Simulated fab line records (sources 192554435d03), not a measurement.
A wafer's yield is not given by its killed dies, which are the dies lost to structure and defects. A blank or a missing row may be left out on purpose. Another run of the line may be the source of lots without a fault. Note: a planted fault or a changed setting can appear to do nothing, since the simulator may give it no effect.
Chamber matching ; flow n5_finfet ; N5_BEOL_M1_PECVD_72 on pecvd-02: 3 sister chambers
The step deposits SiO2 from TEOS/O2, target thk 16 nm, time 18 s. 6 wafers are shown with their chamber, then 7 later ones without.

EACH WAFER AND ITS CHAMBER
wafer;chamber;showerhead_plenum_p_Torr (Torr);throttle_valve_pct (%)
L088.4;0;8.93;21.7
L088.5;1;8.76;22.3
L089.4;1;8.78;22.2
L089.5;0;8.91;21.9
L091.1;2;8.72;20.6
L091.4;2;8.73;20.9

WAFERS MISSING THEIR CHAMBER
wafer;showerhead_plenum_p_Torr (Torr);throttle_valve_pct (%)
L091.6;8.92;22.3
L093.1;8.93;22.2
L093.3;8.78;22.1
L093.5;8.74;20.8
L094.1;8.78;22.0
L094.4;8.80;22.1
L094.5;8.74;20.7

CHAMBER TAKEN BY EACH
wafer;from the rows above;in truth
L091.6;0;0
L093.1;0;0
L093.3;1;1
L093.5;2;2
L094.1;1;1
L094.4;1;1
L094.5;2;2
Placed correctly: 7 of 7. Number that these rows cannot place: 0. Number placed wrongly: 0.
How it was worked out, from the rows above alone: a wafer's distance from a chamber is the root of the sum, over the readings, of the square of ((its reading less the chamber's mean) divided by the reading's scatter). The wafer belongs to the nearest chamber; if the next one is less than 2 further off, it can't be placed. A chamber's mean is the mean of its shown wafers. The scatter: take each reading less its chamber's mean, square it, sum over the shown wafers, divide by the number of wafers less the number of chambers, and take the root.
